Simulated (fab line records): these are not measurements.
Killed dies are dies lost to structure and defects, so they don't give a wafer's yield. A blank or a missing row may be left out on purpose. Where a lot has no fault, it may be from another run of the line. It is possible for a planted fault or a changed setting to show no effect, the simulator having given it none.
The tool behind it: which one? + flow n5-finfet + 11 lots, 33 wafers sampled, at 6 steps of a route of 1938

== WHAT THE GAUGES SHOWED, per wafer ==
N5_BEOL_M1_THK_MEAS_53: measures by xrf.
| lot  | measured     | on            | M1_THK (nm)    |
|------|--------------|---------------|----------------|
| L075 | day 6 17:20  | film-metro-02 | 41.1 44.5 41.7 |
| L077 | day 7 05:29  | film-metro-01 | 42.9 42.6 43.0 |
| L079 | day 8 13:36  | film-metro-02 | 41.9 44.3 43.1 |
| L082 | day 8 21:32  | film-metro-02 | 42.6 43.3 43.9 |
| L083 | day 9 04:02  | film-metro-02 | 39.5 41.9 42.7 |
| L084 | day 9 12:47  | film-metro-02 | 41.4 40.8 42.0 |
| L086 | day 9 14:19  | film-metro-01 | 41.8 42.9 42.4 |
| L089 | day 10 09:05 | film-metro-02 | 38.0 39.9 44.8 |
| L091 | day 11 04:37 | film-metro-02 | 42.9 41.4 41.5 |
| L094 | day 11 22:16 | film-metro-01 | 42.4 44.9 41.6 |
| L097 | day 12 10:09 | film-metro-01 | 41.9 41.2 42.6 |

== EACH LOT AND THE TOOL THAT RAN IT (in order: tool; ch and the chambers of the sampled wafers; start) ==
| lot  | N5_BEOL_M1_DESCUM_33               | N5_BEOL_M1_ETCH_77                 | N5_BEOL_M1_STRIP_36                | N5_BEOL_M1_PRE_CLEAN_45      | N5_BEOL_M1_SPUTTER_88        |
|------|------------------------------------|------------------------------------|------------------------------------|------------------------------|------------------------------|
| L075 | rie-diel-05 ch 1,2,3, day 6 11:28  | rie-diel-05 ch 1,2,3, day 6 11:30  | rie-diel-01 ch 1,3, day 6 13:05    | pvd-sputter-01, day 6 14:02  | pvd-sputter-01, day 6 15:40  |
| L077 | rie-diel-01 ch 0,2, day 6 21:11    | rie-diel-01 ch 0,2, day 6 21:13    | rie-diel-04 ch 2,3, day 7 01:29    | pvd-sputter-02, day 7 02:11  | pvd-sputter-01, day 7 03:50  |
| L079 | rie-diel-05 ch 0,1,3, day 7 15:49  | rie-diel-05 ch 0,1,3, day 7 15:51  | rie-diel-01 ch 1,2,3, day 8 07:59  | pvd-sputter-01, day 8 08:39  | pvd-sputter-02, day 8 11:55  |
| L082 | rie-diel-05 ch 0,3, day 8 14:37    | rie-diel-05 ch 0,3, day 8 14:39    | rie-diel-01 ch 0,1,3, day 8 16:17  | pvd-sputter-01, day 8 18:02  | pvd-sputter-01, day 8 19:52  |
| L083 | rie-diel-01 ch 0,1,3, day 8 14:52  | rie-diel-01 ch 0,1,3, day 8 14:53  | rie-diel-04 ch 0,1, day 9 00:18    | pvd-sputter-01, day 9 00:44  | pvd-sputter-03, day 9 02:21  |
| L084 | rie-diel-05 ch 1,3, day 8 19:36    | rie-diel-05 ch 1,3, day 8 19:38    | rie-diel-01 ch 2,3, day 9 07:48    | pvd-sputter-03, day 9 08:19  | pvd-sputter-01, day 9 11:07  |
| L086 | rie-diel-04 ch 1,2, day 9 08:22    | rie-diel-04 ch 1,2, day 9 08:23    | rie-diel-01 ch 0,2, day 9 10:19    | pvd-sputter-03, day 9 11:10  | pvd-sputter-03, day 9 12:38  |
| L089 | rie-diel-04 ch 1,2,3, day 10 00:01 | rie-diel-04 ch 1,2,3, day 10 00:03 | rie-diel-05 ch 1,3, day 10 03:22   | pvd-sputter-03, day 10 04:08 | pvd-sputter-02, day 10 07:26 |
| L091 | rie-diel-04 ch 1,2,3, day 10 22:37 | rie-diel-04 ch 1,2,3, day 10 22:39 | rie-diel-04 ch 0,2,3, day 11 00:27 | pvd-sputter-01, day 11 01:02 | pvd-sputter-02, day 11 02:41 |
| L094 | rie-diel-04 ch 0,1, day 11 11:11   | rie-diel-04 ch 0,1, day 11 11:13   | rie-diel-01 ch 0,3, day 11 17:56   | pvd-sputter-01, day 11 18:36 | pvd-sputter-01, day 11 20:36 |
| L097 | rie-diel-04 ch 1,2, day 12 04:04   | rie-diel-04 ch 1,2, day 12 04:07   | rie-diel-04 ch 0,2,3, day 12 06:26 | pvd-sputter-03, day 12 06:56 | pvd-sputter-02, day 12 08:29 |
- N5_BEOL_M1_DESCUM_33: chemistry O2, time 7 s.
- N5_BEOL_M1_ETCH_77: etches underlayer in N2/H2, target depth 6.5 nm, time 5.2 s.
- N5_BEOL_M1_STRIP_36: strips in N2/H2.
- N5_BEOL_M1_PRE_CLEAN_45: time 30 s.
- N5_BEOL_M1_SPUTTER_88: material Cu, target thk 4.5 nm, time 8.29 s.

== THE ANSWER, worked out from the rows above alone ==
Rule: usual is defined by the lots themselves. The widest of any qualifying gaps counts: lots, ordered by their means at a reading, are off when they make up no more than a third of the lots, leave a main group of 4 or more, and stand apart from it by 3 or more times the standard deviation of that group's means. A main group is skipped when, at the precision printed for the reading in the tables above, its means are all equal. A lot without any number at a reading at which 4 lots or more have one is off too. Where the step has rows for the other lots, those lots are counted as sound.
No lot is off at any reading shown: from this, nothing can be told.

== WHAT THE SIMULATOR HAD PUT IN ==
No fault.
